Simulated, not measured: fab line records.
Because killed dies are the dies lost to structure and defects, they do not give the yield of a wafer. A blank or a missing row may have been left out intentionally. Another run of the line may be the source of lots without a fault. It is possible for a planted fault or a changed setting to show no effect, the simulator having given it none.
Chamber matching | flow n5_finfet | rie_diel-01 running N5_FIN_SAQP_STRIP_77: 4 sister chambers
The step strips in N2/H2, time 90 s. 4 wafers are shown with their chamber, then 7 later ones without.

== EACH WAFER AND ITS CHAMBER ==
wafer  | chamber | drypump_motor_current_A (A)
L086.2 | 2       | 6.2
L091.6 | 1       | 5.9
L092.2 | 0       | 6.2
L092.5 | 3       | 5.2

== WAFERS WITH NO CHAMBER GIVEN ==
wafer  | drypump_motor_current_A (A)
L092.6 | 6.2
L093.3 | 5.1
L093.4 | 6.2
L093.5 | 5.1
L094.4 | 5.9
L094.5 | 6.2
L094.6 | 5.1

== THE CHAMBER EACH PASSED THROUGH ==
wafer  | from the rows above     | in truth
L092.6 | can't be placed: 0 or 2 | 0
L093.3 | 3                       | 3
L093.4 | can't be placed: 0 or 2 | 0
L093.5 | 3                       | 3
L094.4 | 1                       | 1
L094.5 | can't be placed: 0 or 2 | 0
L094.6 | 3                       | 3
Correct placement for 4 of the 7. Unplaceable from these rows: 3, with the true chamber sitting among the candidates in 3. Wrongly placed: 0.
How it was worked out, from the rows above alone: a wafer's distance from a chamber is the root of the sum, over the readings, of the square of ((its reading less the chamber's mean) divided by the reading's scatter). The wafer belongs to the nearest chamber; if the next one is less than 2 further off, it can't be placed. A chamber's mean is the mean of its shown wafers. The scatter: root of mean squared gap, hidden wafer to nearest shown wafer, with one shown wafer a chamber.
